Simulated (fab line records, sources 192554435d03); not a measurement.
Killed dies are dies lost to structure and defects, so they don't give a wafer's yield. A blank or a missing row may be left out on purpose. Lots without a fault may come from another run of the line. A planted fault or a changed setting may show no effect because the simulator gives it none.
Chamber matching | flow n5_finfet | N5_BEOL_M6_ETCH_66 on rie_diel-03: 4 sister chambers
The step etches SOC in N2/H2, target depth 80 nm, overetch 16 nm, time 120 s. 16 wafers are shown with their chamber, then 8 later ones without.

WAFERS WITH THEIR CHAMBER
wafer  | chamber | showerhead_plenum_p_Torr (Torr) | throttle_valve_pct (%) | oes_product_au (a.u.)
L075.2 | 3       | 2.70                            | 17.56                  | 0.73
L075.5 | 2       | 2.54                            | 17.51                  | 0.61
L075.6 | 1       | 2.58                            | 17.52                  | 0.63
L080.3 | 3       | 2.70                            | 17.57                  | 0.72
L080.4 | 0       | 2.53                            | 17.96                  | 0.55
L080.5 | 1       | 2.58                            | 17.57                  | 0.63
L083.2 | 2       | 2.54                            | 17.56                  | 0.59
L083.5 | 3       | 2.70                            | 17.59                  | 0.71
L083.6 | 0       | 2.53                            | 17.96                  | 0.55
L084.1 | 0       | 2.53                            | 17.95                  | 0.54
L084.3 | 1       | 2.57                            | 17.56                  | 0.62
L084.4 | 3       | 2.69                            | 17.57                  | 0.69
L088.1 | 1       | 2.57                            | 17.58                  | 0.61
L088.3 | 3       | 2.69                            | 17.62                  | 0.69
L088.4 | 2       | 2.53                            | 17.58                  | 0.59
L090.1 | 0       | 2.52                            | 17.98                  | 0.54

SIGNATURES (means of the wafers above)
reading                  | chamber 0 | chamber 1 | chamber 2 | chamber 3 | scatter within a chamber
showerhead_plenum_p_Torr | 2.5275    | 2.5750    | 2.5367    | 2.6960    | 0.00549
throttle_valve_pct       | 17.9625   | 17.5575   | 17.5500   | 17.5820   | 0.0249
oes_product_au           | 0.5450    | 0.6225    | 0.5967    | 0.7080    | 0.0127
Rule: a wafer's distance from a chamber is the root of the sum, over the readings, of the square of ((its reading less the chamber's mean) divided by the reading's scatter). The wafer belongs to the nearest chamber; if the next one is less than 2 further off, it can't be placed. The scatter: the root of (the sum of the squares of (reading less its chamber's mean) over the shown wafers, divided by (wafers less chambers)).

WAFERS WITHOUT THEIR CHAMBER
wafer  | showerhead_plenum_p_Torr (Torr) | throttle_valve_pct (%) | oes_product_au (a.u.)
L090.2 | 2.56                            | 17.57                  | 0.61
L090.5 | 2.56                            | 17.60                  | 0.61
L094.2 | 2.56                            | 17.61                  | 0.60
L094.3 | 2.52                            | 18.00                  | 0.53
L094.5 | 2.56                            | 17.62                  | 0.61
L097.1 | 2.68                            | 17.65                  | 0.67
L097.3 | 2.56                            | 17.60                  | 0.60
L097.5 | 2.52                            | 18.00                  | 0.53

WHICH CHAMBER EACH WENT THROUGH
wafer  | from the rows above     | in truth
L090.2 | can't be placed: 1 or 2 | 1
L090.5 | can't be placed: 1 or 2 | 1
L094.2 | can't be placed: 1 or 2 | 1
L094.3 | 0                       | 0
L094.5 | can't be placed: 1 or 2 | 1
L097.1 | 3                       | 3
L097.3 | can't be placed: 1 or 2 | 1
L097.5 | 0                       | 0
Placed correctly: 3 of 8. Can't be placed from these rows: 5 (the true chamber is among the candidates in 5). Placed wrongly: 0.
